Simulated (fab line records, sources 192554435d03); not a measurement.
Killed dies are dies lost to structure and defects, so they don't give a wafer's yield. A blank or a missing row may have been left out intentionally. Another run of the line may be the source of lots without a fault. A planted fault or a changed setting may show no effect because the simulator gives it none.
Comparing a struck lot with a sound one || flow n5 finfet || 15 out of 1938 route steps
Sound: these wafers, L187.1, L187.4, L187.6. Struck: wafer L195.3. (L195.1 of the same lot was not struck and is left out.) The cause comes at the end.
Each step with rows lists, per side, the tool, then ch with its chambers, then its first start. Under that, the readings that differ: sound wafers || struck wafers || difference of the means || sigmas: that difference in standard deviations of wafers without a fault.
alike: same words and numbers on both sides, and readings whose means sit less than 2 such deviations apart. not compared: any withheld reading, any reading some wafer has no value for, any bound like >300 that may hide the same value, and any number with overlapping values for which the record gives no deviation.
The two part at a step that has a row with sigmas, a row that says differs or no value, or rows on one side only. Numbers that have no deviation but don't overlap get no sigmas and don't part them. A reading that every wafer of one side lacks parts them only if that side has two wafers or more.

first, 1 step without rows for these wafers: N5_ILD0_CURE_02 (time 1800 s).
N5_ILD0_CMP_03: polishes, stops on SiNx, t overpolish 1.9 s, target thk 197.38 nm.
  sound on cmp-02 ch 0,3, day 6 21:05; struck on cmp-02 ch 3, day 8 23:37
  alike: edge zone pressure frac, motor current A, overpolish run s, time to endpoint s
N5_ILD0_THK_MEAS_04:
  sound: film metro-01 at day 6 21:23; struck: film metro-02 at day 8 23:53
  alike: thk nm
N5_ILD0_CMP_07: polishes SiO2 flowable, stops on poly-Si, t overpolish 1.18 s, target thk 138.88 nm.
  sound on cmp-01 ch 0,1,3, day 6 21:27; struck on cmp-02 ch 2, day 8 23:55
  alike: edge zone pressure frac, motor current A
N5_ILD0_THK_MEAS_08:
  sound: film metro-02 at day 6 21:43; struck: film metro-01 at day 9 00:12
  alike: thk nm
then, 1 step without rows for these wafers: N5_ILD0_PRECLEAN_10 (cleans in NF3:NH3, afs cycles 5, time 20 s, sublimation time 60 s).
N5_ILD0_ALD_15: deposits SiNx, target thk 24 nm, pulse time 1 s, ald cycles 480.
  sound on ald sin-02 ch 2,3, day 6 22:26; struck on ald sin-01 ch 0, day 9 00:55
{"reading": "heater power w (W)", "sound": "738 718 720", "struck": 965, "difference": "+240", "sigmas": "+2"}
  alike: precursor pulse height rel
N5_ILD0_CMP_12: polishes SiNx, stops on poly-Si, t overpolish 6 s, target thk 17.67 nm.
  sound on cmp-04 ch 1,2,3, day 7 00:40; struck on cmp-02 ch 0, day 9 03:07
  alike: edge zone pressure frac, motor current A, overpolish run s, time to endpoint s
N5_ILD0_THK_MEAS_13:
  sound: film metro-02 at day 7 00:55; struck: film metro-02 at day 9 03:25
  alike: thk nm
N5_ILD0_INSPECT_06: inspects for defects (darkfield).
  sound: defect inspect-01 at day 7 00:57; struck: defect inspect-01 at day 9 03:26
  alike: raw defect count
N5_SDB_HM_DEP_00: deposits SiNx from SiH4/NH3/N2, target thk 40 nm, time 35.3 s.
  sound on pecvd-01 ch 0,2, day 7 00:59; struck on pecvd-01 ch 0, day 9 03:29
  alike: heater power w, showerhead plenum p Torr, showerhead vpp V, throttle valve pct
then, 1 step without rows for these wafers: N5_SDB_COAT_03 (time 60 s, resist thk 100 nm).
N5_SDB_COAT_04: time 60 s, resist thk 18 nm.
  sound on litho track-04 ch 0, day 7 01:04; struck on litho track-04 ch 0, day 9 03:34
{"reading": "heater power total W (W)", "sound": "425.0 428.9 425.5", "struck": 445.1, "difference": "+18.6", "sigmas": "+9"}
{"reading": "run length s (s)", "sound": "65.70 65.60 65.62", "struck": 62.15, "difference": -3.49, "sigmas": -23}
  alike: chill plate temp C
then, 1 step without rows for these wafers: N5_SDB_COAT_05 (resist thk 90 nm).
-- the record jumps here: 5 days lie between the struck wafers' starts before and after (it left off in module SDB and takes up again in module BEOL_M4, whose first step shown is number 1111 of the route) --
N5_BEOL_M4_RC_MEAS_101:
  sound on prober-02 ch 0, day 11 15:49; struck on prober-02 ch 0, day 13 23:56
  alike: DIBL_N, DIBL_P, IOFF_N, IOFF_P, ION_N, ION_P, SS_N, SS_P, VT_N, VT_P

WHERE THEY PART
First at N5_ILD0_ALD_15; last, within this record, at N5_SDB_COAT_04. Later steps at which nothing parts them and some readings are alike: N5_BEOL_M4_RC_MEAS_101.

WHY: the cause the simulator had injected
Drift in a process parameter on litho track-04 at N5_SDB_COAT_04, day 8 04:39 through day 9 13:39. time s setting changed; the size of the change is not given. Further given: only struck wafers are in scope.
